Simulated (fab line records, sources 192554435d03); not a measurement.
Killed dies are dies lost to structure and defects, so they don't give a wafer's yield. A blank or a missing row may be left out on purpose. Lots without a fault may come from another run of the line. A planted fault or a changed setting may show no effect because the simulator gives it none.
Split-lot experiment | flow n5_finfet | 7 lots, 21 wafers read, on a route of 1938 steps

THE SPLIT
At N5_SD_EPI_P_DESCUM_14 (chemistry O2, time 7.9 s), the setting time_s was moved away from the recipe's 7.9 s on 9 of the 21 wafers read, by -13.0% to +22.4%. The other wafers ran this setting at the recipe's value.

The file shows no step between the split and the reading.

THE READING
CAR-ArF-block_of_SD_EPI_P_COAT_03.thk_nm (the simulator's own value, which no gauge read), in nm, at N5_SD_EPI_P_ETCH_36 (etches SiARC in CF4, target depth 45.5 nm, time 75.8 s). The file gives no usual value for it. The 12 wafers here that ran the recipe average 111.0 nm, standard deviation 0.28 nm.

wafer  | tool, chamber at the split | time_s as run, s | against the recipe | CAR-ArF-block_of_SD_EPI_P_COAT_03.thk_nm, nm | against lot-mates on the recipe
L076.1 | rie_diel-01, 0,3           | 8.591            | +8.7%              | 110.4                                        | -0.2
L076.2 | rie_diel-01, 0,3           | 8.591            | +8.7%              | 110                                          | -0.6
L076.5 | rie_diel-01, 3             | 7.9              | recipe             | 110.6                                        | -
L077.3 | rie_diel-01, 0,2,0         | 7.9              | recipe             | 111                                          | -
L077.4 | rie_diel-01, 0,2,0         | 7.9              | recipe             | 110.6                                        | -
L077.6 | rie_diel-01, 0,2,0         | 7.9              | recipe             | 111.2                                        | -
L082.2 | rie_diel-03, 2             | 7.9              | recipe             | 111                                          | -
L082.4 | rie_diel-03, 2,3           | 9.158            | +15.9%             | 110.2                                        | -0.8
L082.5 | rie_diel-03, 2,3           | 9.158            | +15.9%             | 110.6                                        | -0.4
L084.1 | rie_diel-03, 3,0           | 9.667            | +22.4%             | 109.4                                        | -1.6
L084.3 | rie_diel-03, 1             | 7.9              | recipe             | 111                                          | -
L084.4 | rie_diel-03, 3,0           | 9.667            | +22.4%             | 109.4                                        | -1.6
L085.1 | rie_diel-06, 2             | 7.9              | recipe             | 111.6                                        | -
L085.4 | rie_diel-06, 2,3           | 6.871            | -13.0%             | 111.8                                        | +0.2
L085.5 | rie_diel-06, 2,3           | 6.871            | -13.0%             | 112                                          | +0.4
L096.2 | rie_diel-06, 3,0           | 7.9              | recipe             | 111.4                                        | -
L096.5 | rie_diel-06, 3,0           | 7.9              | recipe             | 111.2                                        | -
L096.6 | rie_diel-06, 1             | 8.832            | +11.8%             | 110.6                                        | -0.7
L097.1 | rie_diel-03, 2,1,1         | 7.9              | recipe             | 110.8                                        | -
L097.3 | rie_diel-03, 2,1,1         | 7.9              | recipe             | 111                                          | -
L097.4 | rie_diel-03, 2,1,1         | 7.9              | recipe             | 111.2                                        | -
Where a row lists several chambers, the file gives one row for several wafers and doesn't say which wafer went through which chamber.

THE FIT
A straight line over all 21 wafers: CAR-ArF-block_of_SD_EPI_P_COAT_03.thk_nm changes by -0.0641 nm for each +1% of time_s; r = -0.90; the points scatter about the line by 0.31 nm.
The same after taking each lot's own level away (the mean of its wafers on the recipe; 21 wafers): -0.051 nm for each +1%; r = -0.89; scatter 0.25 nm.
On that fit, the largest move of time_s shifts the reading by 1.1 nm.
The lots' own levels span 110.60 to 111.60 nm, that is 3.5 times the standard deviation above.
So the lot-to-lot level changes the slope: the two fits differ.
Check: with one of the wafers moved furthest among these (+22.4%) left out of the fit, the line predicts -1.08 nm for it against its lot-mates. It came out at -1.6 nm against them.

OTHER SPLITS ON THESE WAFERS
These wafers also went through other splits before the reading. Each is held against what the fit with the lots' levels taken away leaves over:
other split on the same wafers                    | wafers away from the commonest value | r with CAR-ArF-block_of_SD_EPI_P_COAT_03.thk_nm (lot level and that fit taken away)
N5_ZERO_LAYER_PECVD_02 time_s                     | 5                                    | +0.31
N5_PMOS_HMC_CHANNEL_EPI_PEB_07 peb_time_s         | 6                                    | +0.17
N5_PMOS_HMC_CHANNEL_EPI_DEVELOP_08 develop_time_s | 7                                    | +0.16
N5_DUMMY_GATE_COAT_09 spin_rpm                    | 5                                    | +0.10
N5_DUMMY_GATE_EXPOSE_12 dose_mj                   | 3                                    | -0.15

THE FILE'S OWN FIT
CAR-ArF-block_of_SD_EPI_P_COAT_03.thk_nm changes by -0.0536 nm for each +1% of time_s, r = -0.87.
